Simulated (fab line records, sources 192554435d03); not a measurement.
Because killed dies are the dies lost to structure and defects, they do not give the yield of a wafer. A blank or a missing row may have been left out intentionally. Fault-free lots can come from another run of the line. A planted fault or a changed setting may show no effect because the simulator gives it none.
fab line records	flow n5-finfet
record lots=24	wafers=72	last-day=19
route steps=1938 shown BEOL_M6@1257 BEOL_M7@1264
lots that met no fault: taken from a fault-free run of the same line
start-h: hours from the record's opening day to when the first of the lot's shown wafers began	wait-h: hours elapsed since this lot's preceding step	" repeats the value in the row above	L1.1+2: a row that stands for several wafers	- either no value or no given start	* or withheld: withheld	< > ~ a bound
route shown NAME@n: a module of which the file shows steps, and the number in the route of the first	usual: mean/standard deviation taken from wafers without a fault	same: alike in all rows	chamber/n: place in a boat	sites: each site's reading	_std_site: standard deviation across them	_edge_site: inner sites' mean taken away from outer sites' mean	radius-mm: how far each site lies from the wafer's centre	mask NAME#n: copy n	behind: the tool/chamber that last shaped the wafer	hold: why the lot went on hold/how many hours it stayed there/how the hold came to an end	device: the transistor (n, p or np) that didn't switch	end of line: the same wafers' tests at the end of the route	a step without rows: its recipe alone	killed: dies that structure and defects cost at the first sort, which is not the same as the wafer's yield	map: a wafer's dies, marking killed ones x, the rest . and places with no die _
set.NAME: the setting as run; set.NAME@STEP: as run at that earlier step	model.NAME: the simulator's own value behind a step, which no gauge read
the route's steps for a sample of lots (tables are steps, rows are wafers)
services: from which hour (start-h, from the record's first day; less than 0 if before it) a tool's chamber was out of use, for how many hours, and why
## steps
# step N5_BEOL_M6_CMP_52
# recipe stop-on=SiCOH_lowk	t-overpolish-s=6.9	down-force-psi=1	platen-rpm=50	clearing-platen-down-force-psi=1.5	clearing-platen-rpm=50	post-cmp-clean=cu-alkaline	target-thk-nm=80	clearing-platen-pad-velocity-m-s=0.99484	pad-velocity-m-s=0.99484
# usual barrier-field-endpoint-s=28.9/0.87	motor-current-A=6.2/0.61	overpolish-run-s=6.901/0.0088	retaining-ring-pressure-frac=0.999/0.0046	time-to-endpoint-s=63/4
lot.wafer	tool	chamber	start-h	wait-h	barrier-field-endpoint-s	motor-current-A	overpolish-run-s	retaining-ring-pressure-frac	time-to-endpoint-s
L074.3	cmp-03	2	200.15	0.3	29.6	6.0	6.913	0.999	64
L074.2	"	0	"	"	28.4	5.4	6.900	1.000	61
L074.5	"	2	"	"	28.9	5.9	6.885	1.003	63
L075.4	cmp-03	0	203.91	0.1	28.0	5.6	6.920	0.995	59
L075.3	"	1	"	"	26.8	5.6	6.908	0.996	50
L075.6	"	0	"	"	29.2	5.4	6.905	0.997	60
L076.1	cmp-03	0	214.27	0.5	27.6	5.4	6.893	0.999	61
L076.2	"	1	"	"	27.0	5.5	6.899	1.002	53
L076.6	"	3	"	"	30.2	7.2	6.896	1.002	68
L077.3	cmp-03	1	217.64	0.2	27.6	5.4	6.908	0.995	55
L077.4	"	3	"	"	29.3	6.9	6.910	0.994	66
L077.5	"	0	"	"	29.6	5.2	6.903	1.001	65
L078.2	cmp-04	1	218.14	0.2	27.4	7.2	6.890	0.995	57
L078.4	"	2	"	"	29.2	7.1	6.903	1.001	61
L078.1	"	3	"	"	28.5	5.7	6.907	0.991	62
L081.1	cmp-02	0	234.23	0.3	28.1	6.9	6.913	0.997	63
L081.4	"	1	"	"	29.4	6.0	6.900	0.999	65
L081.6	"	0	"	"	29.0	6.0	6.900	1.000	65
L080.2	cmp-03	2	234.63	0.2	28.4	5.8	6.893	0.999	68
L080.1	"	0	"	"	28.7	5.4	6.894	0.997	65
L080.6	"	2	"	"	29.7	5.7	6.888	0.991	67
L079.3	cmp-02	1	236.95	0.2	28.9	5.9	6.916	1.000	65
L079.1	"	2	"	"	28.6	6.4	6.896	0.995	67
L079.6	"	0	"	"	29.3	6.4	6.889	1.007	66
L083.2	cmp-03	1	248.67	0.4	27.5	4.6	6.909	1.002	54
L083.3	"	2	"	"	29.0	6.2	6.911	1.002	64
L083.4	"	0	"	"	29.6	5.6	6.899	1.000	66
L082.4	cmp-02	0	252.55	0.1	29.6	6.3	6.902	1.004	64
L082.2	"	1	"	"	29.3	5.7	6.896	1.005	62
L082.5	"	1	"	"	29.7	5.8	6.888	1.006	63
L084.4	cmp-03	1	266.39	0.2	28.0	5.2	6.900	0.998	58
L084.5	"	3	"	"	29.9	6.9	6.900	0.995	66
L084.6	"	0	"	"	29.6	5.7	6.895	1.010	65
L086.3	cmp-03	0	266.93	0.2	29.1	5.4	6.895	1.005	65
L086.1	"	2	"	"	29.6	5.8	6.904	0.993	67
L086.5	"	0	"	"	29.1	5.7	6.896	1.000	66
L085.3	cmp-02	2	270.27	0.2	28.8	6.2	6.909	0.996	65
L085.4	"	3	"	"	28.1	6.5	6.906	0.997	62
L085.5	"	2	"	"	30.1	6.5	6.893	0.995	64
L087.3	cmp-02	1	280.75	0.2	28.7	5.8	6.904	0.999	62
L087.4	"	2	"	"	29.6	6.5	6.898	1.009	63
L087.6	"	1	"	"	28.9	5.6	6.888	1.005	62
L088.4	cmp-04	1	287.54	0.1	28.7	7.3	6.899	1.001	62
L088.3	"	2	"	"	28.6	6.7	6.904	1.005	63
L088.1	"	3	"	"	28.8	5.9	6.892	0.997	66
L089.2	cmp-03	3	287.95	0.2	28.7	6.7	6.891	0.994	65
L089.1	"	1	"	"	26.5	5.0	6.914	1.008	50
L089.6	"	0	"	"	29.6	5.6	6.898	0.995	61
L090.2	cmp-03	2	290.30	0.2	29.5	5.7	6.908	0.999	65
L090.4	"	3	"	"	29.8	7.5	6.895	0.999	64
L090.1	"	1	"	"	27.6	5.5	6.912	0.998	56
L091.4	cmp-02	1	306.86	0.1	30.0	5.8	6.888	0.990	66
L091.5	"	1	"	"	29.7	5.8	6.908	0.993	64
L091.6	"	2	"	"	29.8	6.3	6.903	1.001	67
L093.1	cmp-04	2	312.18	0.3	28.3	6.6	6.900	0.994	63
L093.2	"	3	"	"	27.9	5.9	6.907	1.005	64
L093.5	"	2	"	"	28.6	7.4	6.896	1.002	62
L092.1	cmp-02	0	315.03	0.3	28.4	6.8	6.917	0.992	60
L092.3	"	1	"	"	29.5	5.8	6.897	1.004	62
L092.4	"	2	"	"	30.2	6.4	6.906	0.999	66
L095.4	cmp-02	0	331.69	0.2	28.9	6.2	6.891	1.001	65
L095.6	"	2	"	"	28.7	6.3	6.890	0.996	68
L095.5	"	3	"	"	29.2	6.7	6.881	1.002	64
L094.3	cmp-02	2	333.90	0.3	29.5	6.5	6.894	0.999	65
L094.1	"	3	"	"	28.6	6.4	6.912	1.006	63
L094.5	"	1	"	"	29.0	5.7	6.884	0.996	63
L097.2	cmp-02	0	342.04	0.2	29.4	6.1	6.892	1.002	69
L097.3	"	2	"	"	29.7	6.8	6.901	0.996	66
L097.5	"	3	"	"	29.8	6.7	6.904	0.997	67
L096.3	cmp-02	1	345.17	0.2	28.4	5.6	6.902	1.003	63
L096.6	"	1	"	"	29.4	5.8	6.909	1.006	64
L096.5	"	2	"	"	29.9	6.2	6.900	0.992	65
# step N5_BEOL_M6_INSPECT_58
# recipe inspect-instrument=darkfield	mode=post-dep
# usual raw-defect-count=69/24
lot.wafer	tool	chamber	start-h	wait-h	raw-defect-count
L074.2	defect-inspect-01	-	200.61	0.0	107
L074.3	"	-	"	"	56
L074.5	"	-	"	"	52
L075.3	defect-inspect-01	-	204.40	0.0	89
L075.4	"	-	"	"	81
L075.6	"	-	"	"	63
L076.1	defect-inspect-02	-	214.68	0.0	37
L076.2	"	-	"	"	50
L076.6	"	-	"	"	29
L077.3	defect-inspect-02	-	218.05	0.0	68
L077.4	"	-	"	"	57
L077.5	"	-	"	"	68
L078.1	defect-inspect-01	-	218.59	0.0	104
L078.2	"	-	"	"	78
L078.4	"	-	"	"	77
L081.1	defect-inspect-02	-	234.64	0.0	82
L081.4	"	-	"	"	62
L081.6	"	-	"	"	58
L080.1	defect-inspect-01	-	235.08	0.0	87
L080.2	"	-	"	"	47
L080.6	"	-	"	"	61
L079.1	defect-inspect-01	-	237.37	0.0	45
L079.3	"	-	"	"	42
L079.6	"	-	"	"	74
L083.2	defect-inspect-01	-	249.12	0.0	75
L083.3	"	-	"	"	63
L083.4	"	-	"	"	77
L082.2	defect-inspect-01	-	253.02	0.0	61
L082.4	"	-	"	"	40
L082.5	"	-	"	"	120
L084.4	defect-inspect-01	-	266.77	0.0	82
L084.5	"	-	"	"	53
L084.6	"	-	"	"	75
L086.1	defect-inspect-01	-	267.38	0.0	67
L086.3	"	-	"	"	62
L086.5	"	-	"	"	57
L085.3	defect-inspect-02	-	270.72	0.0	61
L085.4	"	-	"	"	53
L085.5	"	-	"	"	60
L087.3	defect-inspect-02	-	281.20	0.0	88
L087.4	"	-	"	"	77
L087.6	"	-	"	"	41
L088.1	defect-inspect-02	-	288.00	0.0	78
L088.3	"	-	"	"	72
L088.4	"	-	"	"	36
L089.1	defect-inspect-01	-	288.40	0.0	75
L089.2	"	-	"	"	74
L089.6	"	-	"	"	125
L090.1	defect-inspect-02	-	290.75	0.0	66
L090.2	"	-	"	"	59
L090.4	"	-	"	"	49
L091.4	defect-inspect-01	-	307.32	0.0	138
L091.5	"	-	"	"	115
L091.6	"	-	"	"	114
L093.1	defect-inspect-01	-	312.59	0.0	65
L093.2	"	-	"	"	40
L093.5	"	-	"	"	34
L092.1	defect-inspect-01	-	315.48	0.0	79
L092.3	"	-	"	"	95
L092.4	"	-	"	"	67
L095.4	defect-inspect-02	-	332.07	0.0	64
L095.5	"	-	"	"	50
L095.6	"	-	"	"	47
L094.1	defect-inspect-01	-	334.27	0.0	68
L094.3	"	-	"	"	71
L094.5	"	-	"	"	60
L097.2	defect-inspect-01	-	342.45	0.0	64
L097.3	"	-	"	"	77
L097.5	"	-	"	"	88
L096.3	defect-inspect-02	-	345.62	0.0	84
L096.5	"	-	"	"	115
L096.6	"	-	"	"	107
# step N5_BEOL_M7_CURE_74
# recipe temp-c=385	time-s=240	ambient=He/Ar	material=SiCOH_lowk
# usual lamp-power-pct=52.31/0.053	wafer_temp_C_max=386.6/0.51
lot.wafer	tool	chamber	start-h	wait-h	lamp-power-pct	wafer_temp_C_max
L074.2	uv-cure-01	1	201.00	0.3	52.29	387.5
L074.3	"	1	"	"	52.20	386.6
L074.5	"	1	"	"	52.37	386.9
L075.3	uv-cure-03	1	204.66	0.2	52.31	386.2
L075.4	"	1	"	"	52.36	386.4
L075.6	"	1	"	"	52.23	386.5
L076.1	uv-cure-01	1	214.78	0.0	52.24	386.7
L076.2	"	1	"	"	52.24	386.6
L076.6	"	1	"	"	52.35	386.9
L077.3	uv-cure-01	2	218.31	0.2	52.35	386.8
L077.4	"	2	"	"	52.38	386.6
L077.5	"	2	"	"	52.26	386.5
L078.1	uv-cure-03	1	218.69	0.0	52.32	386.0
L078.2	"	1	"	"	52.29	386.2
L078.4	"	1	"	"	52.33	386.2
L081.1	uv-cure-03	0	234.74	0.0	52.27	386.6
L081.4	"	0	"	"	52.23	387.2
L081.6	"	0	"	"	52.23	386.6
L080.1	uv-cure-02	0	235.19	0.0	52.36	386.3
L080.2	"	0	"	"	52.29	386.1
L080.6	"	0	"	"	52.28	385.9
L079.1	uv-cure-01	2	237.47	0.0	52.27	386.2
L079.3	"	2	"	"	52.41	386.7
L079.6	"	2	"	"	52.34	386.1
L083.2	uv-cure-03	1	249.30	0.1	52.31	386.3
L083.3	"	1	"	"	52.35	386.2
L083.4	"	1	"	"	52.25	386.2
L082.2	uv-cure-03	1	253.20	0.1	52.34	386.6
L082.4	"	1	"	"	52.24	386.4
L082.5	"	1	"	"	52.33	386.4
L084.4	uv-cure-03	1	267.10	0.3	52.26	386.7
L084.5	"	1	"	"	52.34	386.3
L084.6	"	1	"	"	52.27	386.6
L086.1	uv-cure-02	1	267.48	0.0	52.27	387.6
L086.3	"	1	"	"	52.34	387.2
L086.5	"	1	"	"	52.24	387.0
L085.3	uv-cure-03	2	270.98	0.2	52.33	388.9
L085.4	"	2	"	"	52.35	387.3
L085.5	"	2	"	"	52.34	387.8
L087.3	uv-cure-02	2	281.46	0.2	52.39	386.8
L087.4	"	2	"	"	52.30	387.0
L087.6	"	2	"	"	52.25	386.5
L088.1	uv-cure-03	1	288.10	0.0	52.29	386.7
L088.3	"	1	"	"	52.25	385.9
L088.4	"	1	"	"	52.36	386.7
L089.1	uv-cure-01	1	288.50	0.0	52.27	386.7
L089.2	"	1	"	"	52.30	386.7
L089.6	"	1	"	"	52.42	386.5
L090.1	uv-cure-03	0	290.85	0.0	52.26	386.1
L090.2	"	0	"	"	52.36	386.1
L090.4	"	0	"	"	52.32	386.8
L091.4	uv-cure-01	2	307.66	0.3	52.25	386.5
L091.5	"	2	"	"	52.27	386.8
L091.6	"	2	"	"	52.23	386.6
L093.1	uv-cure-03	1	312.69	0.0	52.27	386.3
L093.2	"	1	"	"	52.31	386.6
L093.5	"	1	"	"	52.37	386.5
L092.1	uv-cure-01	2	315.58	0.0	52.30	386.5
L092.3	"	2	"	"	52.31	386.8
L092.4	"	2	"	"	52.34	386.6
L095.4	uv-cure-02	1	332.65	0.5	52.26	386.7
L095.5	"	1	"	"	52.30	386.6
L095.6	"	1	"	"	52.32	387.1
L094.1	uv-cure-02	2	334.38	0.0	52.32	386.5
L094.3	"	2	"	"	52.21	386.8
L094.5	"	2	"	"	52.26	386.8
L097.2	uv-cure-03	0	342.83	0.3	52.34	386.4
L097.3	"	0	"	"	52.28	386.3
L097.5	"	0	"	"	52.33	387.0
L096.3	uv-cure-01	1	346.04	0.4	52.27	386.6
L096.5	"	1	"	"	52.45	387.2
L096.6	"	1	"	"	52.39	386.3
# step N5_BEOL_M7_CD_MEAS_11
# recipe target-cd-nm=38.5	landing-energy-ev=500	detector=se-inlens	polarity=opening
# usual cd-nm=38.2/0.53
lot.wafer	tool	chamber	start-h	wait-h	cd-nm
L074.2	cd-sem-02	0	203.15	-	37.5
L074.3	"	0	"	"	37.9
L074.5	"	0	"	"	38.2
L075.3	cd-sem-01	0	208.65	-	37.9
L075.4	"	0	"	"	37.9
L075.6	"	0	"	"	39.3
L076.1	cd-sem-03	0	216.55	-	38.4
L076.2	"	0	"	"	38.6
L076.6	"	0	"	"	38.2
L077.3	cd-sem-01	0	219.80	-	38.3
L077.4	"	0	"	"	38.0
L077.5	"	0	"	"	38.5
L078.1	cd-sem-01	0	220.10	-	38.4
L078.2	"	0	"	"	38.4
L078.4	"	0	"	"	38.2
L081.1	cd-sem-01	0	236.87	-	37.5
L081.4	"	0	"	"	38.8
L081.6	"	0	"	"	38.2
L080.1	cd-sem-02	0	237.38	-	38.1
L080.2	"	0	"	"	37.6
L080.6	"	0	"	"	37.6
L079.1	cd-sem-01	0	239.63	-	37.3
L079.3	"	0	"	"	36.9
L079.6	"	0	"	"	38.2
L083.2	cd-sem-03	0	250.95	-	38.2
L083.3	"	0	"	"	38.6
L083.4	"	0	"	"	38.8
L082.2	cd-sem-01	0	255.93	-	38.7
L082.4	"	0	"	"	38.2
L082.5	"	0	"	"	37.9
L084.4	cd-sem-02	0	268.93	-	38.0
L084.5	"	0	"	"	38.4
L084.6	"	0	"	"	37.8
L086.1	cd-sem-02	0	269.09	-	38.4
L086.3	"	0	"	"	38.5
L086.5	"	0	"	"	38.0
L085.3	cd-sem-02	0	272.48	-	37.4
L085.4	"	0	"	"	37.9
L085.5	"	0	"	"	37.5
L087.3	cd-sem-03	0	282.41	-	38.1
L087.4	"	0	"	"	37.4
L087.6	"	0	"	"	38.3
L088.1	cd-sem-01	0	289.93	-	38.6
L088.3	"	0	"	"	38.5
L088.4	"	0	"	"	38.1
L089.1	cd-sem-03	0	290.10	-	38.1
L089.2	"	0	"	"	38.7
L089.6	"	0	"	"	38.0
L090.1	cd-sem-03	0	293.70	-	39.4
L090.2	"	0	"	"	38.9
L090.4	"	0	"	"	37.7
L091.4	cd-sem-03	0	310.27	-	38.6
L091.5	"	0	"	"	37.7
L091.6	"	0	"	"	38.2
L093.1	cd-sem-03	0	314.34	-	37.0
L093.2	"	0	"	"	37.9
L093.5	"	0	"	"	37.3
L092.1	cd-sem-02	0	318.93	-	39.4
L092.3	"	0	"	"	38.6
L092.4	"	0	"	"	38.2
L095.4	cd-sem-02	0	334.10	-	38.6
L095.5	"	0	"	"	39.9
L095.6	"	0	"	"	39.3
L094.1	cd-sem-01	0	337.98	-	37.9
L094.3	"	0	"	"	37.7
L094.5	"	0	"	"	37.5
L097.2	cd-sem-02	0	347.73	-	38.8
L097.3	"	0	"	"	37.7
L097.5	"	0	"	"	38.6
L096.3	cd-sem-01	0	347.96	-	37.2
L096.5	"	0	"	"	38.9
L096.6	"	0	"	"	37.9
# step N5_BEOL_M7_STRIP_67
# recipe chemistry=CF4	resist=SiARC	power-w=300	bias-power-w=75	pressure-mtorr=50	cf4-flow-sccm=150	rf-frequency-hz=6e+07
# usual drypump-motor-current-A=5.8/0.31	oes-product-au=0.78/0.074	rf-vpp-V=270.6/1.5	showerhead-plenum-p-Torr=1.78/0.06	throttle-valve-pct=13.66/0.2
lot.wafer	tool	chamber	start-h	wait-h	drypump-motor-current-A	oes-product-au	rf-hours-counter-h	rf-vpp-V	showerhead-plenum-p-Torr	throttle-valve-pct
L074.2	rie-diel-06	0	203.48	0.0	5.6	0.88	44	271.1	1.76	13.28
L074.3	"	1	"	"	5.7	0.75	174	268.8	1.74	13.76
L074.5	"	0	"	"	5.6	0.87	-	270.8	1.76	13.28
L075.3	rie-diel-03	0	208.97	0.0	6.4	0.91	18	270.0	1.75	13.31
L075.4	"	0	"	"	6.4	0.91	-	271.0	1.75	13.31
L075.6	"	2	"	"	6.1	0.69	-	270.9	1.70	13.60
L076.1	rie-diel-03	1	216.89	0.0	6.0	0.76	152	270.1	1.82	13.76
L076.2	"	2	"	"	6.0	0.69	213	269.7	1.70	13.58
L076.6	"	2	"	"	6.0	0.70	-	268.3	1.70	13.61
L077.3	rie-diel-03	3	220.14	0.0	5.7	0.75	180	272.0	1.74	13.95
L077.4	"	2	"	"	6.1	0.69	214	268.1	1.70	13.60
L077.5	"	1	"	"	6.0	0.76	-	273.1	1.82	13.73
L078.1	rie-diel-03	1	220.42	0.0	6.0	0.76	154	271.3	1.82	13.75
L078.2	"	0	"	"	6.4	0.89	22	270.6	1.75	13.31
L078.4	"	2	"	"	6.1	0.68	215	269.4	1.70	13.60
L081.1	rie-diel-06	0	237.20	0.0	5.5	0.87	53	271.3	1.76	13.31
L081.4	"	1	"	"	5.6	0.74	-	269.7	1.74	13.77
L081.6	"	3	"	"	5.8	0.76	-	271.0	1.73	13.57
L080.1	rie-diel-06	1	237.79	0.0	5.6	0.74	184	269.3	1.74	13.77
L080.2	"	3	"	"	5.9	0.77	151	270.4	1.73	13.57
L080.6	"	1	"	"	5.6	0.74	-	269.7	1.74	13.76
L079.1	rie-diel-05	1	240.46	0.0	5.8	0.73	179	274.1	1.88	13.74
L079.3	"	3	"	"	6.0	0.81	86	271.5	1.82	13.74
L079.6	"	2	"	"	5.3	0.72	-	269.3	1.78	13.80
L083.2	rie-diel-06	0	251.28	0.0	5.6	0.85	59	269.1	1.76	13.31
L083.3	"	3	"	"	5.9	0.75	156	269.2	1.73	13.58
L083.4	"	2	"	"	5.3	0.95	9	272.8	1.92	13.40
L082.2	rie-diel-03	2	256.60	0.0	6.0	0.68	226	269.2	1.70	13.61
L082.4	"	0	"	"	6.4	0.87	34	270.7	1.75	13.35
L082.5	"	2	"	"	6.1	0.68	-	268.9	1.70	13.62
L084.4	rie-diel-03	2	269.30	0.0	6.1	0.67	229	269.8	1.70	13.63
L084.5	"	1	"	"	6.0	0.75	-	271.6	1.81	13.78
L084.6	"	0	"	"	6.4	0.86	-	270.3	1.75	13.36
L086.1	rie-diel-05	2	269.52	0.0	5.3	0.71	219	270.4	1.78	13.81
L086.3	"	3	"	"	5.9	0.81	91	270.8	1.82	13.77
L086.5	"	1	"	"	5.8	0.73	-	271.7	1.88	13.76
L085.3	rie-diel-06	2	274.11	0.0	5.3	0.92	17	274.3	1.92	13.42
L085.4	"	3	"	"	5.9	0.75	163	269.0	1.73	13.60
L085.5	"	1	"	"	5.7	0.73	-	269.7	1.74	13.78
L087.3	rie-diel-05	0	282.98	0.0	5.5	0.89	44	271.5	1.83	13.80
L087.4	"	2	"	"	5.3	0.71	223	271.9	1.78	13.83
L087.6	"	0	"	"	5.5	0.89	-	270.8	1.83	13.80
L088.1	rie-diel-03	2	290.55	0.0	6.1	0.67	236	268.1	1.69	13.65
L088.3	"	1	"	"	5.9	0.75	175	270.7	1.81	13.81
L088.4	"	0	"	"	6.4	0.86	45	269.5	1.75	13.37
L089.1	rie-diel-06	0	290.88	0.0	5.5	0.84	72	270.6	1.75	13.34
L089.2	"	1	"	"	5.6	0.72	203	268.9	1.74	13.80
L089.6	"	2	"	"	5.3	0.92	-	272.5	1.91	13.44
L090.1	rie-diel-05	3	294.02	0.0	5.9	0.80	99	270.6	1.82	13.80
L090.2	"	1	"	"	5.8	0.73	194	271.8	1.88	13.77
L090.4	"	0	"	"	5.5	0.89	48	271.5	1.83	13.81
L091.4	rie-diel-03	0	311.08	0.0	6.4	0.84	52	270.3	1.74	13.38
L091.5	"	2	"	"	6.0	0.67	-	269.5	1.69	13.65
L091.6	"	3	"	"	5.7	0.73	-	270.1	1.73	14.01
L093.1	rie-diel-05	2	315.04	0.0	5.3	0.70	233	269.4	1.78	13.84
L093.2	"	0	"	"	5.5	0.87	54	273.8	1.83	13.82
L093.5	"	3	"	"	6.0	0.79	-	269.0	1.82	13.78
L092.1	rie-diel-06	0	319.25	0.0	5.5	0.83	80	269.5	1.75	13.35
L092.3	"	1	"	"	5.6	0.72	212	271.0	1.73	13.82
L092.4	"	2	"	"	5.3	0.89	31	275.1	1.91	13.45
L095.4	rie-diel-05	1	334.44	0.0	5.7	0.72	205	273.0	1.87	13.79
L095.5	"	1	"	"	5.7	0.72	-	271.7	1.87	13.78
L095.6	"	2	"	"	5.3	0.69	-	272.9	1.78	13.86
L094.1	rie-diel-06	2	338.76	0.0	5.3	0.88	37	273.6	1.91	13.47
L094.3	"	1	"	"	5.6	0.72	216	270.1	1.73	13.84
L094.5	"	1	"	"	5.6	0.72	-	271.0	1.73	13.83
L097.2	rie-diel-05	0	348.26	0.0	5.5	0.86	62	272.2	1.82	13.85
L097.3	"	3	"	"	6.0	0.79	114	270.8	1.81	13.80
L097.5	"	2	"	"	5.3	0.70	-	269.7	1.78	13.87
L096.3	rie-diel-03	0	348.58	0.0	6.4	0.83	65	270.5	1.74	13.42
L096.5	"	3	"	"	5.7	0.73	-	269.3	1.73	14.04
L096.6	"	1	"	"	6.0	0.73	-	269.9	1.80	13.85
# step N5_BEOL_M7_VIA_ETCH_34
# recipe chemistry=C4F6/O2	target=SiCOH_lowk	target-depth-a=1255	mask-material=SOC	taper-deg=4	time-s=50.5	ion-energy-ev=250	pressure-mtorr=30	source-w=345	bias-w=185	Ar_flow_sccm=300	C4F6_flow_sccm=10	O2_flow_sccm=10
# usual drypump-motor-current-A=5.73/0.29	oes-product-au=0.79/0.08	rf-vpp-V=667/14	showerhead-plenum-p-Torr=2.82/0.12	throttle-valve-pct=20.90/0.23
lot.wafer	tool	chamber	start-h	wait-h	drypump-motor-current-A	oes-product-au	rf-hours-counter-h	rf-vpp-V	showerhead-plenum-p-Torr	throttle-valve-pct
L074.2	rie-diel-03	1	207.95	0.0	5.94	0.77	148	651	2.84	20.83
L074.3	"	2	"	"	6.08	0.70	209	639	2.75	21.07
L074.5	"	1	"	"	6.01	0.78	-	651	2.84	20.85
L075.3	rie-diel-05	1	211.39	0.0	5.76	0.75	169	685	2.92	20.69
L075.4	"	2	"	"	5.32	0.70	202	662	2.87	21.23
L075.6	"	0	"	"	5.51	0.94	-	666	2.90	21.16
L076.1	rie-diel-05	3	218.42	0.0	6.01	0.81	80	680	2.91	21.22
L076.2	"	0	"	"	5.54	0.93	28	664	2.90	21.17
L076.6	"	0	"	"	5.51	0.92	-	667	2.90	21.17
L077.3	rie-diel-05	2	222.42	0.0	5.33	0.70	207	661	2.86	21.22
L077.4	"	0	"	"	5.52	0.92	30	664	2.90	21.16
L077.5	"	0	"	"	5.53	0.93	-	665	2.90	21.15
L078.1	rie-diel-05	3	222.82	0.0	5.95	0.80	81	681	2.90	21.22
L078.2	"	2	"	"	5.33	0.70	207	661	2.86	21.22
L078.4	"	1	"	"	5.79	0.74	175	685	2.92	20.69
L081.1	rie-diel-05	0	239.19	0.0	5.49	0.92	34	665	2.90	21.17
L081.4	"	2	"	"	5.33	0.70	211	660	2.86	21.24
L081.6	"	1	"	"	5.81	0.74	-	685	2.92	20.71
L080.1	rie-diel-06	3	239.65	0.0	5.89	0.77	152	668	2.71	20.70
L080.2	"	1	"	"	5.66	0.74	185	644	2.68	20.63
L080.6	"	3	"	"	5.88	0.78	-	669	2.71	20.71
L079.1	rie-diel-03	1	241.50	0.0	5.91	0.76	160	651	2.83	20.84
L079.3	"	0	"	"	6.39	0.88	29	684	2.77	20.68
L079.6	"	3	"	"	5.70	0.74	-	671	2.71	21.08
L083.2	rie-diel-06	1	253.02	0.0	5.68	0.73	190	645	2.68	20.63
L083.3	"	2	"	"	5.34	0.94	10	677	3.06	20.89
L083.4	"	3	"	"	5.88	0.77	156	669	2.70	20.70
L082.2	rie-diel-03	2	261.40	0.0	6.04	0.67	228	638	2.74	21.10
L082.4	"	3	"	"	5.70	0.74	193	673	2.71	21.09
L082.5	"	3	"	"	5.72	0.75	-	673	2.71	21.10
L086.1	rie-diel-06	2	271.58	0.0	5.35	0.93	16	679	3.05	20.90
L086.3	"	0	"	"	5.56	0.83	66	670	2.75	20.55
L086.5	"	2	"	"	5.36	0.93	-	679	3.05	20.91
L084.4	rie-diel-06	3	271.98	0.0	5.92	0.77	162	668	2.70	20.72
L084.5	"	1	"	"	5.65	0.73	-	644	2.67	20.66
L084.6	"	2	"	"	5.35	0.93	-	677	3.05	20.92
L085.3	rie-diel-05	1	275.64	0.0	5.78	0.74	189	685	2.91	20.72
L085.4	"	2	"	"	5.33	0.69	221	662	2.86	21.25
L085.5	"	3	"	"	5.91	0.80	-	681	2.90	21.26
L087.3	rie-diel-06	3	284.05	0.0	5.87	0.76	166	666	2.70	20.74
L087.4	"	1	"	"	5.63	0.73	201	644	2.67	20.66
L087.6	"	2	"	"	5.34	0.91	-	679	3.05	20.93
L088.1	rie-diel-05	2	292.99	0.0	5.33	0.68	226	662	2.85	21.25
L088.3	"	1	"	"	5.73	0.74	194	684	2.91	20.73
L088.4	"	3	"	"	5.99	0.79	99	680	2.90	21.26
L089.1	rie-diel-03	3	293.37	0.0	5.70	0.72	204	672	2.70	21.10
L089.2	"	1	"	"	5.99	0.74	177	649	2.82	20.89
L089.6	"	0	"	"	6.42	0.84	-	684	2.76	20.70
L090.1	rie-diel-05	0	295.27	0.0	5.51	0.91	48	664	2.89	21.19
L090.2	"	3	"	"	5.95	0.79	100	681	2.90	21.25
L090.4	"	1	"	"	5.80	0.73	194	684	2.91	20.71
L091.4	rie-diel-06	0	313.67	0.0	5.56	0.82	78	671	2.74	20.57
L091.5	"	2	"	"	5.32	0.90	-	680	3.05	20.95
L091.6	"	1	"	"	5.67	0.72	-	643	2.67	20.66
L093.1	rie-diel-06	2	316.13	0.0	5.33	0.90	30	677	3.05	20.93
L093.2	"	3	"	"	5.85	0.74	175	668	2.70	20.74
L093.5	"	2	"	"	5.34	0.90	-	677	3.05	20.93
L092.1	rie-diel-06	3	322.14	0.0	5.86	0.75	177	668	2.70	20.74
L092.3	"	2	"	"	5.32	0.89	31	677	3.05	20.95
L092.4	"	0	"	"	5.56	0.80	81	671	2.74	20.58
L095.4	rie-diel-06	1	337.58	0.0	5.63	0.72	216	642	2.66	20.69
L095.5	"	1	"	"	5.65	0.72	-	644	2.66	20.69
L095.6	"	2	"	"	5.36	0.90	-	680	3.05	20.94
L094.1	rie-diel-03	0	340.80	0.0	6.41	0.83	62	683	2.75	20.72
L094.3	"	3	"	"	5.71	0.72	219	672	2.70	21.13
L094.5	"	3	"	"	5.70	0.72	-	670	2.70	21.13
L097.2	rie-diel-03	1	350.33	0.0	5.97	0.73	195	650	2.82	20.90
L097.3	"	3	"	"	5.72	0.72	223	672	2.70	21.14
L097.5	"	3	"	"	5.69	0.71	-	672	2.70	21.12
L096.3	rie-diel-06	3	350.33	0.0	5.88	0.74	184	668	2.69	20.77
L096.5	"	3	"	"	5.89	0.74	-	667	2.69	20.74
L096.6	"	0	"	"	5.57	0.80	-	671	2.74	20.59
## services
tool	chamber	start-h	hours	kind
cmp-04	-	176.37	6.5	pm
rie-diel-06	2	182.28	6.3	repair
cmp-02	-	194.72	1.6	repair
uv-cure-01	-	194.94	3.2	repair
uv-cure-01	-	198.79	2.1	pm
rie-diel-03	3	204.13	13.8	repair
cmp-03	-	209.31	0.3	repair
uv-cure-01	-	209.79	1.4	repair
cmp-02	-	211.88	4.0	pm
rie-diel-06	-	216.83	4.3	pm
rie-diel-05	3	228.51	2.4	repair
uv-cure-03	-	232.20	1.1	repair
rie-diel-06	2	235.86	5.7	repair
cmp-02	-	248.49	1.5	repair
rie-diel-05	-	249.68	4.3	pm
cmp-02	-	265.06	3.1	repair
cmp-02	-	288.20	4.3	pm
rie-diel-05	-	290.91	0.9	repair
cmp-03	-	294.10	1.2	repair
cmp-03	-	300.72	0.5	repair
uv-cure-02	-	302.94	4.1	repair
uv-cure-02	-	309.14	21.6	repair
uv-cure-01	-	310.23	3.4	pm
cmp-03	-	331.59	4.0	pm
## key
fault none
